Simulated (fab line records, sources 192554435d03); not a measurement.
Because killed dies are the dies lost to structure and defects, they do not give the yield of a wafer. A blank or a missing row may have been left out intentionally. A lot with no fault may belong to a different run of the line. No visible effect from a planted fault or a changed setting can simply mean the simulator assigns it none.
Split-lot study ; flow n5-finfet ; 7 lots, 21 wafers read, on a route of 1938 steps

## ON THE SPLIT
At N5_BEOL_M0_ETCH_128 (etches SiCN in CF4/N2, target depth 12 nm, overetch 5.1 nm, time 21.4 s), the setting source-w was moved away from the recipe's 430 W on 8 of the 21 wafers read, by -7.7% to +16.7%. For the rest of the wafers, this setting stayed at what the recipe calls for.

The reading comes from the split's own step.

## THE READING
rf-vpp-V, in V, at N5_BEOL_M0_ETCH_128 (etches SiCN in CF4/N2, target depth 12 nm, overetch 5.1 nm, time 21.4 s). Typical for fault-free wafers on this fab line: 382.7 V, with standard deviation 1.9 V.

wafer;tool, chamber at the split;source-w as run, W;against the recipe;rf-vpp-V, V;against lot-mates on the recipe
L074.2;rie-diel-04, 2;430;recipe;383.9;-
L074.3;rie-diel-04, 1;430;recipe;381.2;-
L074.6;rie-diel-04, 3;499.4;+16.1%;363.5;-19.0
L075.2;rie-diel-03, 3;430;recipe;380.9;-
L075.3;rie-diel-03, 0;430;recipe;384.4;-
L075.6;rie-diel-03, 0;430;recipe;384.5;-
L084.1;rie-diel-06, 2;488.2;+13.5%;367.2;-18.3
L084.5;rie-diel-06, 0;488.2;+13.5%;367.7;-17.8
L084.6;rie-diel-06, 1;430;recipe;385.5;-
L085.2;rie-diel-03, 0;430;recipe;384.2;-
L085.4;rie-diel-03, 3;430;recipe;380.3;-
L085.6;rie-diel-03, 1;430;recipe;381.7;-
L087.3;rie-diel-03, 1;430;recipe;382.8;-
L087.4;rie-diel-03, 3;430;recipe;380.9;-
L087.6;rie-diel-03, 2;484.9;+12.8%;365.7;-16.2
L088.1;rie-diel-04, 1;501.8;+16.7%;360.5;-21.0
L088.3;rie-diel-04, 3;501.8;+16.7%;362.0;-19.5
L088.4;rie-diel-04, 0;430;recipe;381.5;-
L090.2;rie-diel-04, 2;396.7;-7.7%;392.5;+11.0
L090.3;rie-diel-04, 0;430;recipe;381.5;-
L090.5;rie-diel-04, 3;396.7;-7.7%;392.1;+10.6

FIT RESULTS
A straight line over all 21 wafers: rf-vpp-V changes by -1.23 V for each +1% of source-w; r = -0.99; the points scatter about the line by 1.5 V.
The same after taking each lot's own level away (the mean of its wafers on the recipe; 21 wafers): -1.27 V for each +1%; r = -0.99; scatter 1.2 V.
On that fit, the largest move of source-w shifts the reading by 21 V.
The lots' own levels span 381.50 to 385.50 V, that is 2.1 times the standard deviation above.
The two slopes are in agreement: the lot-to-lot level therefore moves the slope only a little.
Check: for one of the wafers moved furthest among these (+16.7%), held out of the fit, the line's prediction against its lot-mates is -21 V. Against them it came out at -21 V.
Tool readings at the split's step, against how far the setting was moved: rf-vpp-V r = -0.99.

## OTHER SPLITS ON THESE WAFERS
Other splits were also applied to these wafers ahead of the reading. Each is held against what the fit with the lots' levels taken away leaves over:
other split on the same wafers;wafers away from the commonest value;r with rf-vpp-V (lot level and that fit taken away)
N5_MOL_CONTACT_COAG_ALD_123 ald-cycles;7;+0.23
N5_MOL_CONTACT_COAG_CVD_140 target-thk-a;9;+0.08

## THE FILE'S OWN FIT
rf-vpp-V changes by -1.25 V for each +1% of source-w, r = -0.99.
